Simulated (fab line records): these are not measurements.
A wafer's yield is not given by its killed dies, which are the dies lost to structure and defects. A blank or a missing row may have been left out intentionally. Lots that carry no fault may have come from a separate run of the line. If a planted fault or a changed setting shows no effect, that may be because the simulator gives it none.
Matching of chambers + flow n5-finfet + 3 sister chambers for N5_BEOL_M2_PECVD_72 on pecvd-03
The step deposits SiO2 from TEOS/O2, target thk 16 nm, time 18 s. 3 wafers are shown with their chamber, then 7 later ones without.

== WAFERS PAIRED WITH THEIR CHAMBERS ==
| wafer  | chamber | throttle-valve-pct (%) |
|--------|---------|------------------------|
| L937.1 | 2       | 21.6                   |
| L949.1 | 0       | 23.3                   |
| L949.2 | 1       | 21.9                   |

== WAFERS WITH NO CHAMBER GIVEN ==
| wafer  | throttle-valve-pct (%) |
|--------|------------------------|
| L949.4 | 22.0                   |
| L950.1 | 23.4                   |
| L950.4 | 22.0                   |
| L950.6 | 21.9                   |
| L953.4 | 20.4                   |
| L953.5 | 22.0                   |
| L953.6 | 23.1                   |

== WHICH CHAMBER EACH WENT THROUGH ==
| wafer  | from the rows above     | in truth |
|--------|-------------------------|----------|
| L949.4 | can't be placed: 1 or 2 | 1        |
| L950.1 | 0                       | 0        |
| L950.4 | can't be placed: 1 or 2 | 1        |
| L950.6 | can't be placed: 1 or 2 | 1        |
| L953.4 | can't be placed: 2 or 1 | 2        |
| L953.5 | can't be placed: 1 or 2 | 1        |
| L953.6 | 0                       | 0        |
Correct placement for 2 of the 7. From these rows, 5 cannot be placed; in 5 the true chamber is one of the candidates. Number placed wrongly: 0.
How it was worked out, from the rows above alone: a wafer's distance from a chamber is the root of the sum, over the readings, of the square of ((its reading less the chamber's mean) divided by the reading's scatter). The wafer belongs to the nearest chamber; if the next one is less than 2 further off, it can't be placed. Each chamber's mean is taken over the wafers shown for it. The scatter (one wafer shown for each chamber): square how far every hidden wafer sits from the nearest shown wafer, average those squares and take the square root.
